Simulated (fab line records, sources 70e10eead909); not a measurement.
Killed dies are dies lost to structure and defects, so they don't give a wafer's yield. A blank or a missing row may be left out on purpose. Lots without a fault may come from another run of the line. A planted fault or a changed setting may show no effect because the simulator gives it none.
One fault seen from 2 desks | flow nand_harc | each desk has only its own numbers; what lay behind them comes last

THE TOOL OWNER'S DESK: ecd_cu-02
The tool's own readings at NHARC_P_BONDPAD_ECD_18 (material Cu, target thk 400 nm): means of the sampled wafers that have a number, for each lot that ran on this tool. A lot is out of limits, marked OUT, if its mean lies more than 4 standard deviations from the usual mean; the brackets give that distance.
Columns: A = bath_temp_c at NHARC_P_BONDPAD_ECD_18, usual 25.00 C
lot  | first seen here | A
L889 | day 6 02:31     | 25.01
L890 | day 6 20:13     | 24.92
L893 | day 7 19:54     | 24.97
L895 | day 8 06:32     | 24.99
L896 | day 8 11:13     | 25.05
L906 | day 10 20:17    | 24.94
L908 | day 10 21:49    | 25.02
L912 | day 11 19:41    | 25.06
L911 | day 11 20:21    | 25.08
This desk's finding: nothing out of limits on any of the 9 lots.

THE DEFECT DESK
What the inspections along the route counted, lot by lot: means of the sampled wafers that have a number. A lot is out of limits, marked OUT, if its mean lies more than 4 standard deviations from the usual mean; the brackets give that distance.
Columns: A = raw_defect_count at NHARC_THIN_TSV_INSPECT_40, usual 491
lot  | first seen here | A
L889 | day 19 05:56    | 512
L890 | day 19 09:20    | 419
L891 | day 19 15:47    | 480
L893 | day 20 07:55    | 568
L895 | day 21 11:44    | 502
L896 | day 21 11:44    | 448
L903 | day 22 10:27    | 604
L905 | day 22 22:19    | 383
L908 | day 23 20:52    | 491
L906 | day 24 01:42    | 449
L912 | day 24 09:40    | 444
L911 | day 25 05:42    | 638
This desk's finding: nothing out of limits on any of the 12 lots.

PUT TOGETHER
The tool owner's desk saw nothing out of limits.
The defect desk saw nothing out of limits.

WHAT THE SIMULATOR HAD PUT IN
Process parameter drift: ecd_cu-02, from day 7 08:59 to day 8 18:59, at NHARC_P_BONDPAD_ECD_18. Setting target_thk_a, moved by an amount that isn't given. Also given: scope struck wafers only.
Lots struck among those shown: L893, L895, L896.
